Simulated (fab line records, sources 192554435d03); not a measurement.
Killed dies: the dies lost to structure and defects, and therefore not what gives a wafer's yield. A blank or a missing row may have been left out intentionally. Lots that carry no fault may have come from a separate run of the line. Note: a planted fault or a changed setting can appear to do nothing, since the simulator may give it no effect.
Split-lot experiment | flow n5_finfet | route with 1938 steps; 7 lots, 21 wafers read

THE SPLIT ITSELF
At N5_HKMG_FIN_COAT_06 (resist thk 90 nm), the setting spin_rpm was moved away from the recipe's 1500 rpm on 6 of the 21 wafers read, by -8.0% to +9.9%. All remaining wafers had this setting at the recipe value.

FROM THE SPLIT TO THE READING: what the file shows between them, 3 steps
- N5_HKMG_FIN_EXPOSE_09: exposes mask NWFM (also split here: dose_mj)
- N5_HKMG_FIN_PEB_10: peb time 60 s
- N5_HKMG_FIN_DEVELOP_11: develop time 30 s

THE READING
CAR-ArF_of_HKMG_FIN_COAT_06.thk_nm (the simulator's own value, which no gauge read), in nm, at N5_HKMG_FIN_DESCUM_17 (chemistry O2, time 7.9 s). The file does not state a usual value for it. Here, 15 wafers ran the recipe; their average is 83.4 nm with a standard deviation of 0.19 nm.

wafer  | tool, chamber at the split | spin_rpm as run, rpm | against the recipe | CAR-ArF_of_HKMG_FIN_COAT_06.thk_nm, nm | against lot-mates on the recipe
L075.1 | litho_track-03, 0          | 1380                 | -8.0%              | 87.6                                   | +4.0
L075.6 | litho_track-03, 0          | 1380                 | -8.0%              | 87.6                                   | +4.0
L075.5 | litho_track-03, 0          | 1500                 | recipe             | 83.6                                   | -
L080.1 | litho_track-03, 0          | 1648                 | +9.9%              | 79.2                                   | -4.4
L080.3 | litho_track-03, 0          | 1648                 | +9.9%              | 79.2                                   | -4.4
L080.4 | litho_track-03, 0          | 1500                 | recipe             | 83.6                                   | -
L081.1 | litho_track-02, 0          | 1500                 | recipe             | 83.4                                   | -
L081.5 | litho_track-02, 0          | 1500                 | recipe             | 83.2                                   | -
L081.6 | litho_track-02, 0          | 1500                 | recipe             | 83.6                                   | -
L083.2 | litho_track-04, 0          | 1500                 | recipe             | 83.4                                   | -
L083.3 | litho_track-04, 0          | 1500                 | recipe             | 83.4                                   | -
L083.5 | litho_track-04, 0          | 1423                 | -5.1%              | 85.8                                   | +2.4
L085.1 | litho_track-02, 0          | 1500                 | recipe             | 83.2                                   | -
L085.6 | litho_track-02, 0          | 1500                 | recipe             | 83.2                                   | -
L085.3 | litho_track-02, 0          | 1500                 | recipe             | 83                                     | -
L088.1 | litho_track-04, 0          | 1500                 | recipe             | 83.6                                   | -
L088.2 | litho_track-04, 0          | 1500                 | recipe             | 83.6                                   | -
L088.3 | litho_track-04, 0          | 1500                 | recipe             | 83.6                                   | -
L097.1 | litho_track-04, 0          | 1500                 | recipe             | 83.4                                   | -
L097.5 | litho_track-04, 0          | 1500                 | recipe             | 83.6                                   | -
L097.6 | litho_track-04, 0          | 1561                 | +4.1%              | 82                                     | -1.5

THE FIT
A straight line over all 21 wafers: CAR-ArF_of_HKMG_FIN_COAT_06.thk_nm changes by -0.461 nm for each +1% of spin_rpm; r = -0.99; the points scatter about the line by 0.25 nm.
The same after taking each lot's own level away (the mean of its wafers on the recipe; 21 wafers): -0.463 nm for each +1%; r = -1.00; scatter 0.15 nm.
According to that fit, moving spin_rpm by its largest amount changes the reading by 4.6 nm.
The lots' own levels span 83.13 to 83.60 nm, that is 2.4 times the standard deviation above.
The two slopes are in agreement: the lot-to-lot level therefore moves the slope only a little.
Check: for one of the wafers moved furthest among these (+9.9%), held out of the fit, the line's prediction against its lot-mates is -4.56 nm. It came out at -4.4 nm against them.

THESE WAFERS: OTHER SPLITS
Note: prior to the reading, these wafers also went through further splits. Each is held against what the fit with the lots' levels taken away leaves over:
other split on the same wafers | wafers away from the commonest value | r with CAR-ArF_of_HKMG_FIN_COAT_06.thk_nm (lot level and that fit taken away)
N5_HKMG_FIN_EXPOSE_09 dose_mj  | 7                                    | +0.19

THE WHOLE CHAIN: every reading that the file lists as answering this split, in the file's order
step                  | what it does             | reading                                                                             | change (the file's fit)               | r (the file's)
N5_HKMG_FIN_COAT_06   | resist thk 90 nm         | CAR-ArF_of_HKMG_FIN_COAT_06.thk_nm (the simulator's own value, which no gauge read) | -0.454 nm for each +1% of the setting | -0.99
N5_HKMG_FIN_DESCUM_17 | chemistry O2, time 7.9 s | CAR-ArF_of_HKMG_FIN_COAT_06.thk_nm (the simulator's own value, which no gauge read) | -0.459 nm for each +1% of the setting | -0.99

FILE'S OWN FIT
CAR-ArF_of_HKMG_FIN_COAT_06.thk_nm changes by -0.459 nm for each +1% of spin_rpm, r = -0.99.
